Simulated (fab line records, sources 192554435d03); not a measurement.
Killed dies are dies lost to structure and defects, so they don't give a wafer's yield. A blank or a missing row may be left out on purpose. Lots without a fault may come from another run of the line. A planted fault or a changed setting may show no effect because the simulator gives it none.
fab line records | flow n5_finfet
record lots=10 wafers=30 last_day=18
route steps=1938 shown BEOL_M4@1111 BEOL_M15@1818 MIM_TOP@1835 PASSIVATION@1936
lots that met no fault: from a run of the same line without faults
start_h: hours from the record's first day to the start of the lot's first wafer shown | wait_h: hours since the lot's step before | " the same as in the row above | L1.1+2: a row that stands for several wafers | - no value, or no start given | * or withheld: withheld | < > ~ a bound
route shown NAME@n: a module of which the file shows steps, and the number in the route of the first | usual: mean/standard deviation of fault-free wafers | same: alike in all rows | chamber/n: place in a boat | sites: the reading at each site | _std_site: their standard deviation | _edge_site: outer sites' mean less inner sites' | radius_mm: how far each site lies from the wafer's centre | mask NAME#n: copy n | behind: the tool/chamber that last shaped the wafer | hold: why the lot was held/for how many hours/how that ended | device: the transistor (n, p or np) that didn't switch | end of line: the same wafers' tests at the end of the route | a step without rows: its recipe alone | killed: dies lost to structure and defects at the first sort, not the wafer's yield | map: a wafer's dies, x killed, . not, _ none there
set.NAME: the setting as run; set.NAME@STEP: as run at that earlier step | model.NAME: the simulator's own value behind a step, which no gauge read
steps of the route over a sample of lots; a table a step, a row a wafer
services: from which hour (start_h, from the record's first day; less than 0 if before it) a tool's chamber was out of use, for how many hours, and why
## steps
# step N5_BEOL_M4_RC_MEAS_101
# usual DIBL_N=36.0/2 DIBL_P=36.2/2.2 IOFF_N=0.16/0.034 IOFF_P=0.21/0.04 ION_N=675/12 ION_P=463/7.2 SS_N=71.6/0.6 SS_P=73.3/0.67 VT_N=250/3 VT_P=-251/3.4
# columns lot.wafer tool chamber start_h wait_h DIBL_N[mV/V] DIBL_P[mV/V] IOFF_N[nA/um] IOFF_P[nA/um] ION_N[uA/um] ION_P[uA/um] SS_N[mV/dec] SS_P[mV/dec] VT_N[mV] VT_P[mV]
L374.3 prober-02 0 169.71 0.3 37.7 36.6 0.17 0.21 670 452 72.3 74.3 251 -252
L374.4 " 0 " " 35.6 34.6 0.12 0.18 662 457 72.2 73.1 253 -255
L374.6 " 0 " " 35.6 34.4 0.14 0.18 650 451 71.8 73.6 250 -256
L379.2 prober-02 0 215.35 0.2 34.2 32.2 0.12 0.14 656 450 71.6 72.6 253 -257
L379.3 " 0 " " 31.3 29.9 0.10 0.12 651 447 70.8 72.2 254 -256
L379.6 " 0 " " 34.5 33.6 0.13 0.16 661 454 70.8 72.6 250 -257
L384.1 prober-02 0 234.64 0.0 35.9 37.2 0.18 0.21 686 464 71.9 73.5 248 -253
L384.4 " 0 " " 36.1 37.2 0.19 0.22 687 464 71.7 73.9 248 -251
L384.6 " 0 " " 36.6 37.4 0.19 0.22 688 462 72.1 73.7 248 -252
L385.2 prober-01 0 242.75 0.2 40.9 40.8 0.20 0.26 700 469 71.1 75.2 247 -249
L385.3 " 0 " " 40.6 40.0 0.20 0.25 687 466 71.7 74.1 247 -249
L385.4 " 0 " " 39.4 38.3 0.18 0.22 697 470 71.0 74.0 249 -250
L390.2 prober-01 0 269.60 0.2 37.9 38.1 0.19 0.26 691 474 72.3 73.6 248 -245
L390.4 " 0 " " 37.9 37.8 0.19 0.26 697 472 72.0 73.1 245 -245
L390.6 " 0 " " 36.9 36.9 0.17 0.23 681 464 71.6 73.2 248 -249
L391.2 prober-02 0 279.87 0.2 34.0 35.0 0.12 0.19 664 466 70.8 73.1 256 -253
L391.4 " 0 " " 35.0 35.1 0.13 0.19 669 453 71.7 73.5 253 -253
L391.5 " 0 " " 33.0 33.5 0.11 0.17 653 459 70.2 72.1 256 -252
L394.3 prober-02 0 309.24 0.3 38.0 38.2 0.18 0.23 675 462 71.4 74.1 250 -248
L394.4 " 0 " " 38.9 39.1 0.20 0.27 683 470 72.0 74.2 248 -247
L394.5 " 0 " " 38.2 38.4 0.18 0.23 682 469 72.5 74.7 248 -247
L396.2 prober-01 0 311.77 0.2 39.8 39.3 0.24 0.29 696 470 72.4 74.2 243 -246
L396.4 " 0 " " 35.9 36.6 0.17 0.23 690 464 71.0 72.5 247 -247
L396.6 " 0 " " 35.3 35.1 0.15 0.21 669 467 71.4 72.7 251 -252
L392.1 prober-01 0 312.55 0.7 33.4 32.6 0.12 0.18 668 465 70.8 72.4 254 -252
L392.2 " 0 " " 39.1 40.0 0.22 0.32 695 480 72.0 74.7 245 -243
L392.5 " 0 " " 38.7 39.9 0.21 0.30 685 468 72.5 74.8 247 -247
L395.2 prober-02 0 314.82 0.2 36.8 36.9 0.16 0.20 672 463 71.1 73.5 249 -253
L395.3 " 0 " " 38.6 37.4 0.20 0.21 692 465 71.9 73.9 247 -251
L395.5 " 0 " " 34.2 32.8 0.13 0.16 664 452 71.2 71.9 252 -254
# step N5_BEOL_M15_PRE_CLEAN_42
# recipe gas=H2/He time_s=30 temp_c=300
# usual heater_power_w=460/44
# same time_s=30
# columns lot.wafer tool chamber start_h wait_h heater_power_w
L374.3 pvd_sputter-03 - 253.50 0.0 571
L374.4 " - " " 419
L374.6 " - " " 486
L384.1 pvd_sputter-03 - 331.42 0.0 431
L384.4 " - " " 558
L384.6 " - " " 505
L379.2 pvd_sputter-03 - 343.59 0.0 560
L379.3 " - " " 485
L379.6 " - " " 482
L385.2 pvd_sputter-03 - 360.15 0.0 416
L385.3 " - " " 503
L385.4 " - " " 441
L390.2 pvd_sputter-01 - 383.64 0.0 448
L390.4 " - " " 433
L390.6 " - " " 483
L391.2 pvd_sputter-02 - 386.23 0.0 468
L391.4 " - " " 392
L391.5 " - " " 482
L396.2 pvd_sputter-01 - 408.02 0.0 415
L396.4 " - " " 465
L396.6 " - " " 474
L392.1 pvd_sputter-03 - 415.51 0.0 479
L392.2 " - " " 437
L392.5 " - " " 419
L394.3 pvd_sputter-02 - 417.89 0.0 457
L394.4 " - " " 470
L394.5 " - " " 438
L395.2 pvd_sputter-03 - 419.11 0.0 575
L395.3 " - " " 419
L395.5 " - " " 438
# step N5_MIM_TOP_ALD_01
# recipe material=HfO2 target_thk_a=56 temp_c=withheld ald_precursor_family=Hf-amide ald_co_reactant=O3 pulse_time_s=1 purge_time_s=3 co_reactant_purge_time_s=2 co_reactant_pulse_time_s=3 ald_cycles=62
# usual precursor_pulse_height_rel=0.999/0.022
# same pulse_time_s=1
# columns lot.wafer tool chamber start_h wait_h precursor_pulse_height_rel
L374.3 ald_hk-02 3 - - 1.010
L374.4 " 1 " " 1.027
L374.6 " 0 " " 1.072
L384.1 ald_hk-03 2 - - 1.011
L384.4 " 3 " " 1.003
L384.6 " 0 " " 0.989
L379.2 ald_hk-03 3 - - 0.959
L379.3 " 1 " " 0.967
L379.6 " 0 " " 0.968
L385.2 ald_hk-01 1 - - 0.975
L385.3 " 2 " " 0.978
L385.4 " 0 " " 0.977
L390.2 ald_hk-03 3 - - 0.984
L390.4 " 1 " " 1.004
L390.6 " 2 " " 1.000
L391.2 ald_hk-02 3 - - 0.974
L391.4 " 0 " " 0.990
L391.5 " 3 " " 1.011
L396.2 ald_hk-02 2 - - 0.997
L396.4 " 3 " " 0.963
L396.6 " 0 " " 0.979
L392.1 ald_hk-01 1 - - 1.010
L392.2 " 2 " " 1.022
L392.5 " 3 " " 1.008
L394.3 ald_hk-02 0 - - 1.000
L394.4 " 1 " " 0.989
L394.5 " 0 " " 0.989
L395.2 ald_hk-03 0 - - 1.023
L395.3 " 2 " " 1.008
L395.5 " 0 " " 1.006
# step N5_MIM_TOP_DEGAS_04
# recipe ambient=vacuum temp_c=300 time_s=60
# usual heater_power_w=459/45
# same time_s=60
# columns lot.wafer tool chamber start_h wait_h heater_power_w
L374.3 pvd_sputter-01 - 257.93 - 478
L374.4 " - " " 493
L374.6 " - " " 471
L384.1 pvd_sputter-02 - 337.01 - 434
L384.4 " - " " 452
L384.6 " - " " 429
L379.2 pvd_sputter-03 - 348.23 - 558
L379.3 " - " " 485
L379.6 " - " " 492
L385.2 pvd_sputter-03 - 366.49 - 512
L385.3 " - " " 422
L385.4 " - " " 428
L390.2 pvd_sputter-01 - 387.90 - 433
L390.4 " - " " 421
L390.6 " - " " 438
L391.2 pvd_sputter-01 - 391.96 - 439
L391.4 " - " " 419
L391.5 " - " " 473
L396.2 pvd_sputter-02 - 414.39 - 481
L396.4 " - " " 457
L396.6 " - " " 475
L392.1 pvd_sputter-01 - 422.53 - 474
L392.2 " - " " 483
L392.5 " - " " 491
L394.3 pvd_sputter-02 - 422.89 - 395
L394.4 " - " " 471
L394.5 " - " " 442
L395.2 pvd_sputter-02 - 424.01 - 484
L395.3 " - " " 462
L395.5 " - " " 387
# step N5_MIM_TOP_SPUTTER_03
# recipe material=TiN target_thk_a=350 temp_c=200 power_w=3000 chamber_pressure_pa=0.49996 gas=Ar reactive_partial_pa=0.37997 time_s=89.7
# usual cathode_dc_power_W=2999.9/0.54 chamber_pressure_pa=0.5002/0.00097 throttle_valve_pct=30.1/0.95 time_s=89.7/0
# columns lot.wafer tool chamber start_h wait_h cathode_dc_power_W chamber_pressure_pa throttle_valve_pct time_s
L374.3 pvd_sputter-01 - 257.97 0.0 2999.4 0.5001 30.1 89.7
L374.4 " - " " 2998.4 0.5003 31.4 89.7
L374.6 " - " " 2999.2 0.5014 29.8 89.7
L384.1 pvd_sputter-02 - 337.05 0.0 2999.7 0.4988 31.8 89.7
L384.4 " - " " 3000.3 0.4996 29.3 89.7
L384.6 " - " " 3000.3 0.4991 31.7 89.7
L379.2 pvd_sputter-03 - 348.27 0.0 2999.6 0.4993 29.1 89.7
L379.3 " - " " 2999.6 0.5010 29.5 89.7
L379.6 " - " " 3000.4 0.5027 29.6 89.7
L385.2 pvd_sputter-03 - 366.53 0.0 3000.1 0.5006 29.8 89.7
L385.3 " - " " 2999.2 0.4988 30.5 89.7
L385.4 " - " " 2998.9 0.4992 28.2 89.7
L390.2 pvd_sputter-01 - 387.94 0.0 - - - -
L390.4 " - " " - - - -
L390.6 " - " " - - - -
L391.2 pvd_sputter-01 - 392.00 0.0 - - - -
L391.4 " - " " - - - -
L391.5 " - " " - - - -
L396.2 pvd_sputter-02 - 414.43 0.0 2999.9 0.4993 30.9 89.7
L396.4 " - " " 2998.8 0.4993 29.4 89.7
L396.6 " - " " 2999.6 0.5004 30.6 89.7
L392.1 pvd_sputter-01 - 422.57 0.0 - - - -
L392.2 " - " " - - - -
L392.5 " - " " - - - -
L394.3 pvd_sputter-02 - 422.93 0.0 3000.4 0.5014 30.4 89.7
L394.4 " - " " 2999.8 0.5017 30.4 89.7
L394.5 " - " " 2999.1 0.4998 32.0 89.7
L395.2 pvd_sputter-02 - 424.05 0.0 2999.8 0.5004 30.6 89.7
L395.3 " - " " 3000.5 0.4997 29.6 89.7
L395.5 " - " " 2999.3 0.5012 30.3 89.7
# step N5_PASSIVATION_PROBE_49
# usual defect_limited_yield=91.5/1.5 killed_at_M0_to_M3=33/10 killed_at_M4_up=15/6.4 killed_at_contacts=12/5.4 killed_at_front_end=38/9.8 killed_at_other=4/3.1 killed_dies=101/18 killed_on_rim=13/3.9 killed_open=67/14 killed_short=33/7.9 sort_bin_5_function=5.0/1 sort_bin_6_memory=3.2/0.67 sort_n_pass=1079/18 sort_yield_pct=91.5/1.5
# same gross_dies=1180 killed_at_back_side=0 sort_bin_4_leakage[%]=0 sort_bin_8_speed[%]=0
# columns lot.wafer tool chamber start_h wait_h defect_limited_yield[%] killed_at_M0_to_M3 killed_at_M4_up killed_at_contacts killed_at_front_end killed_at_other killed_dies killed_on_rim killed_open killed_short sort_bin_5_function[%] sort_bin_6_memory[%] sort_n_pass sort_yield_pct[%]
L384.1 prober-01 - 350.56 0.0 93.4 25 12 6 23 12 78 13 48 30 3.8 2.5 1102 93.4
L384.4 prober-01 - 350.71 0.2 91.6 22 21 12 39 5 99 18 59 38 4.8 2.9 1081 91.6
L384.6 prober-01 - 350.81 0.3 92.5 21 8 14 41 4 88 14 60 27 4.7 2.5 1092 92.5
L390.2 prober-02 - 399.45 0.1 0 45 7 15 72 1041 1180 152 83 61 95.1 4.3 0 0
L390.4 prober-02 - 399.55 0.2 0 30 15 13 49 1073 1180 152 87 32 96.4 3.4 0 0
L390.6 prober-02 - 399.65 0.3 0 35 13 17 41 1074 1180 152 73 38 96.2 3.6 0 0
L391.2 prober-02 - 404.50 0.1 0 29 20 11 46 1074 1180 152 77 27 96.6 3.4 0 0
L391.4 prober-02 - 404.60 0.2 0 42 17 3 38 1080 1180 152 66 36 95.9 3.6 0 0
L391.5 prober-02 - 404.65 0.2 0 30 18 20 36 1076 1180 152 79 28 95.8 4.1 0 0
L396.2 prober-02 - 424.37 0.1 91.5 37 10 11 42 0 100 13 64 33 4.5 3.3 1080 91.5
L396.4 prober-02 - 424.47 0.2 93.1 22 8 9 41 2 82 14 55 25 4.1 2.6 1098 93.1
L396.6 prober-02 - 424.57 0.3 91.4 28 22 9 43 0 102 11 64 37 5.8 2.7 1078 91.4
L392.1 prober-02 - 433.47 0.0 0 36 9 18 40 1077 1180 152 66 38 95.9 3.5 0 0
L392.2 prober-02 - 433.52 0.1 0 48 17 13 63 1039 1180 152 95 50 95.0 4.4 0 0
L392.5 prober-02 - 433.67 0.2 0 41 23 21 40 1055 1180 152 96 33 96.0 4.0 0 0
# killed by level:class
L384.1 FIN_SAQP:geometric_particle:short=8 BEOL_M1:geometric_particle:open=7 PASS1_CAP:geometric_particle:short=6 MOL_CONTACT_COAG:geometric_particle:open=5 BEOL_M0_SAQP:geometric_particle:short=5 BEOL_M4:geometric_particle:open=5 PASS1_CAP:geometric_particle:open=5 DUMMY_GATE:geometric_particle:open=4
L384.4 MOL_CONTACT_COAG:geometric_particle:open=9 BEOL_M4:geometric_particle:open=7 FIN_SAQP:geometric_particle:short=5 GATE_CUT:geometric_particle:open=5 BEOL_M0_SAQP:geometric_particle:short=5 BEOL_M0_SAQP:geometric_particle:open=5 BEOL_M5:geometric_particle:open=5 GATE_CUT:geometric_particle:short=4
L384.6 FIN_SAQP:geometric_particle:open=15 MOL_CONTACT_COAG:geometric_particle:open=11 FIN_SAQP:geometric_particle:short=7 BEOL_M1:geometric_particle:open=6 STI_FIN_REVEAL:geometric_particle:open=4 GATE_CUT:geometric_particle:short=4 BEOL_M3:geometric_particle:open=4 MOL_CONTACT_COAG:geometric_particle:short=3
L390.2 MIM_TOP:area_sputter=1036 FIN_SAQP:geometric_particle:open=28 FIN_SAQP:geometric_particle:short=23 BEOL_M0_SAQP:geometric_particle:open=14 BEOL_M0_SAQP:geometric_particle:short=14 MOL_CONTACT_COAG:geometric_particle:open=11 STI_FIN_REVEAL:geometric_particle:open=5 GATE_CUT:geometric_particle:short=5
L390.4 MIM_TOP:area_sputter=1061 FIN_SAQP:geometric_particle:open=27 MOL_CONTACT_COAG:geometric_particle:open=11 FIN_SAQP:geometric_particle:short=9 BEOL_M0_SAQP:geometric_particle:open=8 BEOL_M0_SAQP:geometric_particle:short=5 BEOL_M3:geometric_particle:open=5 BEOL_M7:geometric_particle:open=4
L390.6 MIM_TOP:area_sputter=1069 MOL_CONTACT_COAG:geometric_particle:open=13 BEOL_M0_SAQP:geometric_particle:open=12 FIN_SAQP:geometric_particle:open=10 BEOL_M0_SAQP:geometric_particle:short=10 FIN_SAQP:geometric_particle:short=8 STI_FIN_REVEAL:geometric_particle:open=6 BEOL_M4:geometric_particle:open=6
L391.2 MIM_TOP:area_sputter=1072 BEOL_M1:geometric_particle:open=12 MOL_CONTACT_COAG:geometric_particle:open=10 STI_FIN_REVEAL:geometric_particle:open=8 BEOL_M4:geometric_particle:open=8 BEOL_M3:geometric_particle:open=7 FIN_SAQP:geometric_particle:open=6 FIN_SAQP:geometric_particle:short=6
L391.4 MIM_TOP:area_sputter=1075 STI_FIN_REVEAL:geometric_particle:open=12 BEOL_M1:geometric_particle:open=10 BEOL_M4:geometric_particle:open=10 BEOL_M2:geometric_particle:open=9 STARTING-WAFER:geometric_particle:short=6 BEOL_M0_SAQP:geometric_particle:open=5 FIN_SAQP:geometric_particle:open=3
L391.5 MIM_TOP:area_sputter=1072 MOL_CONTACT_COAG:geometric_particle:open=15 BEOL_M1:geometric_particle:open=9 BEOL_M4:geometric_particle:open=8 STI_FIN_REVEAL:geometric_particle:open=7 MOL_CONTACT_COAG:geometric_particle:short=5 BEOL_M3:geometric_particle:open=5 FIN_SAQP:geometric_particle:open=4
L396.2 BEOL_M0_SAQP:geometric_particle:open=13 FIN_SAQP:geometric_particle:short=9 MOL_CONTACT_COAG:geometric_particle:open=8 STI_FIN_REVEAL:geometric_particle:open=7 BEOL_M1:geometric_particle:open=7 FIN_SAQP:geometric_particle:open=6 BEOL_M0_SAQP:geometric_particle:short=4 BEOL_M3:geometric_particle:open=4
L396.4 FIN_SAQP:geometric_particle:open=8 STI_FIN_REVEAL:geometric_particle:open=8 GATE_CUT:geometric_particle:short=7 MOL_CONTACT_COAG:geometric_particle:open=7 GATE_CUT:geometric_particle:open=6 BEOL_M0_SAQP:geometric_particle:open=4 FIN_SAQP:geometric_particle:short=3 BEOL_M0_SAQP:geometric_particle:short=3
L396.6 BEOL_M4:geometric_particle:open=15 BEOL_M1:geometric_particle:open=9 STI_FIN_REVEAL:geometric_particle:open=8 MOL_CONTACT_COAG:geometric_particle:open=7 FIN_SAQP:geometric_particle:short=5 ILD0:geometric_particle:short=5 GATE_CUT:geometric_particle:short=5 BEOL_M0_SAQP:geometric_particle:open=4
L392.1 MIM_TOP:area_sputter=1075 MOL_CONTACT_COAG:geometric_particle:open=15 BEOL_M0_SAQP:geometric_particle:open=11 FIN_SAQP:geometric_particle:open=8 BEOL_M0_SAQP:geometric_particle:short=8 BEOL_M1:geometric_particle:open=6 DUMMY_GATE:geometric_particle:open=5 GATE_CUT:geometric_particle:short=5
L392.2 MIM_TOP:area_sputter=1033 MOL_CONTACT_COAG:geometric_particle:open=12 FIN_SAQP:geometric_particle:open=11 STI_FIN_REVEAL:geometric_particle:open=11 BEOL_M0_SAQP:geometric_particle:short=11 BEOL_M0_SAQP:geometric_particle:open=11 BEOL_M2:geometric_particle:open=10 BEOL_M4:geometric_particle:open=7
L392.5 MIM_TOP:area_sputter=1051 MOL_CONTACT_COAG:geometric_particle:open=18 BEOL_M1:geometric_particle:open=12 DUMMY_GATE:geometric_particle:open=10 FIN_SAQP:geometric_particle:open=7 BEOL_M0_SAQP:geometric_particle:open=7 BEOL_M4:geometric_particle:open=7 BEOL_M3:geometric_particle:open=6
## services
# columns tool chamber start_h hours kind
ald_hk-02 - 243.61 0.9 repair
pvd_sputter-01 - 272.12 7.8 repair
ald_hk-03 - 325.73 6.0 pm
pvd_sputter-01 - 353.12 1.8 repair
pvd_sputter-03 - 400.63 1.9 repair
ald_hk-02 - 412.85 0.6 repair
ald_hk-02 - 422.60 2.8 pm
## key
first_sign step=N5_MIM_TOP_SPUTTER_03 reading=tool_record direction=missing
effect step=N5_PASSIVATION_PROBE_49 reading=killed_at_other direction=up sigmas=99+ usual=4 struck=1065
more_kills_born_at N5_MIM_TOP_SPUTTER_03@pvd_sputter-01=9535
met_at N5_MIM_TOP_SPUTTER_03
struck_lots L390,L391,L392
later_rows_left_out L390.2,L390.4,L390.6,L391.2,L391.4,L391.5,L392.1,L392.2,L392.5
not_acting_at N5_BEOL_M15_PRE_CLEAN_42,N5_MIM_TOP_ALD_01,N5_MIM_TOP_DEGAS_04
onset_between 257.97 387.94
fault kind=skipped_step_whole tool=pvd_sputter-01 chamber=- onset_h=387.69 steps=N5_MIM_TOP_SPUTTER_03 scope=struck_lots_only
# later_rows_left_out: the simulator's readings of these wafers behind a module that went badly wrong aren't trusted and aren't shown, but for the sort
